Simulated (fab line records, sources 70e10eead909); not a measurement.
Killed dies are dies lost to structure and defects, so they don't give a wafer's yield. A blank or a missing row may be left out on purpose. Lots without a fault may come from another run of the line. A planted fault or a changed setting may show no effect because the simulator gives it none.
Chamber matching | flow nand_harc | NHARC_A_STAIRCASE_DESCUM_186 on rie_diel-05: 4 sister chambers
The step chemistry O2, time 3 s. 16 wafers are shown with their chamber, then 8 later ones without.

WAFERS WITH THEIR CHAMBER
wafer  | chamber | showerhead_plenum_p_Torr (Torr) | drypump_motor_current_A (A) | throttle_valve_pct (%)
L076.2 | 1       | 1.90                            | 6.1                         | 11.334
L076.5 | 1       | 1.90                            | 6.0                         | 11.313
L076.6 | 0       | 1.77                            | 6.1                         | 11.325
L082.2 | 0       | 1.77                            | 6.1                         | 11.293
L082.3 | 1       | 1.90                            | 6.0                         | 11.310
L082.4 | 3       | 1.87                            | 5.0                         | 11.312
L083.1 | 0       | 1.76                            | 6.1                         | 11.311
L083.2 | 2       | 1.93                            | 5.3                         | 11.305
L083.5 | 3       | 1.87                            | 5.0                         | 11.293
L081.1 | 0       | 1.77                            | 6.0                         | 11.313
L081.4 | 2       | 1.93                            | 5.3                         | 11.297
L081.6 | 1       | 1.90                            | 6.0                         | 11.336
L084.1 | 0       | 1.76                            | 6.1                         | 11.313
L084.2 | 1       | 1.90                            | 6.0                         | 11.299
L084.4 | 0       | 1.76                            | 6.1                         | 11.305
L087.1 | 3       | 1.87                            | 5.0                         | 11.281

SIGNATURES (means of the wafers above)
reading                  | chamber 0 | chamber 1 | chamber 2 | chamber 3 | scatter within a chamber
showerhead_plenum_p_Torr | 1.7650    | 1.9000    | 1.9300    | 1.8700    | 0.00354
drypump_motor_current_A  | 6.083     | 6.020     | 5.300     | 5.000     | 0.0369
throttle_valve_pct       | 11.31000  | 11.31840  | 11.30100  | 11.29533  | 0.0133
Rule: a wafer's distance from a chamber is the root of the sum, over the readings, of the square of ((its reading less the chamber's mean) divided by the reading's scatter). The wafer belongs to the nearest chamber; if the next one is less than 2 further off, it can't be placed. The scatter: the root of (the sum of the squares of (reading less its chamber's mean) over the shown wafers, divided by (wafers less chambers)).

WAFERS WITHOUT THEIR CHAMBER
wafer  | showerhead_plenum_p_Torr (Torr) | drypump_motor_current_A (A) | throttle_valve_pct (%)
L087.3 | 1.92                            | 5.3                         | 11.318
L087.5 | 1.90                            | 6.0                         | 11.316
L086.3 | 1.76                            | 6.0                         | 11.298
L086.5 | 1.76                            | 6.0                         | 11.314
L086.6 | 1.90                            | 6.0                         | 11.311
L090.1 | 1.92                            | 5.3                         | 11.306
L090.4 | 1.87                            | 5.0                         | 11.317
L090.6 | 1.76                            | 6.0                         | 11.312

WHICH CHAMBER EACH WENT THROUGH
wafer  | from the rows above | in truth
L087.3 | 2                   | 2
L087.5 | 1                   | 1
L086.3 | 0                   | 0
L086.5 | 0                   | 0
L086.6 | 1                   | 1
L090.1 | 2                   | 2
L090.4 | 3                   | 3
L090.6 | 0                   | 0
Placed correctly: 8 of 8. Can't be placed from these rows: 0. Placed wrongly: 0.
